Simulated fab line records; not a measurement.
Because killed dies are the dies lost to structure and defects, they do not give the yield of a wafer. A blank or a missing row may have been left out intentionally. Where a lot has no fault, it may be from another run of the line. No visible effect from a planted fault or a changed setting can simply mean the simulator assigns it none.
Split-lot trial || flow n5-finfet || 21 wafers read across 7 lots, on a route 1938 steps long

== THE SPLIT ==
At N5_BEOL_M0_ETCH_128 (etches SiCN in CF4/N2, target depth 12 nm, overetch 5.1 nm, time 21.4 s), the setting source-w was moved away from the recipe's 430 W on 9 of the 21 wafers read, by -13.3% to +7.8%. The other wafers ran this setting at the recipe's value.

Reading taken at the split's own step.

== THE READING ==
rf-vpp-V, in V, at N5_BEOL_M0_ETCH_128 (etches SiCN in CF4/N2, target depth 12 nm, overetch 5.1 nm, time 21.4 s). Fault-free wafers of this fab line usually give 382.5 V, standard deviation 2 V.

{"wafer": "L078.1", "tool, chamber at the split": "rie-diel-06, 2", "source-w as run, W": 463.5, "against the recipe": "+7.8%", "rf-vpp-V, V": 372.1, "against lot-mates on the recipe": "no lot-mate on the recipe"}
{"wafer": "L078.4", "tool, chamber at the split": "rie-diel-06, 0", "source-w as run, W": 463.5, "against the recipe": "+7.8%", "rf-vpp-V, V": 375.8, "against lot-mates on the recipe": "no lot-mate on the recipe"}
{"wafer": "L078.5", "tool, chamber at the split": "rie-diel-06, 0", "source-w as run, W": 463.5, "against the recipe": "+7.8%", "rf-vpp-V, V": 375.6, "against lot-mates on the recipe": "no lot-mate on the recipe"}
{"wafer": "L085.2", "tool, chamber at the split": "rie-diel-02, 2", "source-w as run, W": 430, "against the recipe": "recipe", "rf-vpp-V, V": 386.3, "against lot-mates on the recipe": "-"}
{"wafer": "L085.4", "tool, chamber at the split": "rie-diel-02, 3", "source-w as run, W": 430, "against the recipe": "recipe", "rf-vpp-V, V": 381.1, "against lot-mates on the recipe": "-"}
{"wafer": "L085.6", "tool, chamber at the split": "rie-diel-02, 1", "source-w as run, W": 430, "against the recipe": "recipe", "rf-vpp-V, V": 382.5, "against lot-mates on the recipe": "-"}
{"wafer": "L086.1", "tool, chamber at the split": "rie-diel-02, 2", "source-w as run, W": 430, "against the recipe": "recipe", "rf-vpp-V, V": 386.8, "against lot-mates on the recipe": "-"}
{"wafer": "L086.3", "tool, chamber at the split": "rie-diel-02, 1", "source-w as run, W": 430, "against the recipe": "recipe", "rf-vpp-V, V": 384.3, "against lot-mates on the recipe": "-"}
{"wafer": "L086.6", "tool, chamber at the split": "rie-diel-02, 0", "source-w as run, W": 430, "against the recipe": "recipe", "rf-vpp-V, V": 380.9, "against lot-mates on the recipe": "-"}
{"wafer": "L087.2", "tool, chamber at the split": "rie-diel-02, 0", "source-w as run, W": 404.4, "against the recipe": "-6.0%", "rf-vpp-V, V": 388.6, "against lot-mates on the recipe": "+4.3"}
{"wafer": "L087.3", "tool, chamber at the split": "rie-diel-02, 2", "source-w as run, W": 430, "against the recipe": "recipe", "rf-vpp-V, V": 384.3, "against lot-mates on the recipe": "-"}
{"wafer": "L087.6", "tool, chamber at the split": "rie-diel-02, 1", "source-w as run, W": 404.4, "against the recipe": "-6.0%", "rf-vpp-V, V": 391.5, "against lot-mates on the recipe": "+7.2"}
{"wafer": "L091.2", "tool, chamber at the split": "rie-diel-06, 0", "source-w as run, W": 430, "against the recipe": "recipe", "rf-vpp-V, V": 385.6, "against lot-mates on the recipe": "-"}
{"wafer": "L091.3", "tool, chamber at the split": "rie-diel-06, 3", "source-w as run, W": 430, "against the recipe": "recipe", "rf-vpp-V, V": 383.4, "against lot-mates on the recipe": "-"}
{"wafer": "L091.4", "tool, chamber at the split": "rie-diel-06, 3", "source-w as run, W": 430, "against the recipe": "recipe", "rf-vpp-V, V": 385.0, "against lot-mates on the recipe": "-"}
{"wafer": "L095.1", "tool, chamber at the split": "rie-diel-05, 1", "source-w as run, W": 372.8, "against the recipe": "-13.3%", "rf-vpp-V, V": 399.3, "against lot-mates on the recipe": "+16.9"}
{"wafer": "L095.2", "tool, chamber at the split": "rie-diel-05, 2", "source-w as run, W": 430, "against the recipe": "recipe", "rf-vpp-V, V": 382.4, "against lot-mates on the recipe": "-"}
{"wafer": "L095.3", "tool, chamber at the split": "rie-diel-05, 0", "source-w as run, W": 372.8, "against the recipe": "-13.3%", "rf-vpp-V, V": 398.6, "against lot-mates on the recipe": "+16.2"}
{"wafer": "L097.1", "tool, chamber at the split": "rie-diel-02, 0", "source-w as run, W": 375.2, "against the recipe": "-12.7%", "rf-vpp-V, V": 399.0, "against lot-mates on the recipe": "+16.7"}
{"wafer": "L097.2", "tool, chamber at the split": "rie-diel-02, 3", "source-w as run, W": 430, "against the recipe": "recipe", "rf-vpp-V, V": 382.3, "against lot-mates on the recipe": "-"}
{"wafer": "L097.4", "tool, chamber at the split": "rie-diel-02, 1", "source-w as run, W": 375.2, "against the recipe": "-12.7%", "rf-vpp-V, V": 400.8, "against lot-mates on the recipe": "+18.5"}

FIT RESULTS
A straight line over all 21 wafers: rf-vpp-V changes by -1.19 V for each +1% of source-w; r = -0.98; the points scatter about the line by 1.8 V.
The same after taking each lot's own level away (the mean of its wafers on the recipe; 18 wafers): -1.29 V for each +1%; r = -0.97; scatter 1.8 V.
That fit puts the effect of the largest move of source-w on the reading at 17 V.
The lots' own levels span 382.30 to 384.67 V, that is 1.2 times the standard deviation above.
The two slopes agree, so the slope changes little with the lot-to-lot level.
Check: +17 V against its lot-mates is what the line predicts for one of the wafers moved furthest among these (-13.3%) when that wafer is left out of the fit. It came out at +16.9 V against them.
Tool readings at the split's step, against how far the setting was moved: rf-vpp-V r = -0.98.

== THE OTHER SPLITS THESE WAFERS WENT THROUGH ==
Before the reading, these wafers also passed through other splits. Each is held against what the fit with the lots' levels taken away leaves over:
{"other split on the same wafers": "N5_BEOL_M0_SAQP_SPACER1_ALD_98 temp-c", "wafers away from the commonest value": 4, "r with rf-vpp-V (lot level and that fit taken away)": "+0.40"}

== THE FILE'S OWN FIT ==
rf-vpp-V changes by -1.28 V for each +1% of source-w, r = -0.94.
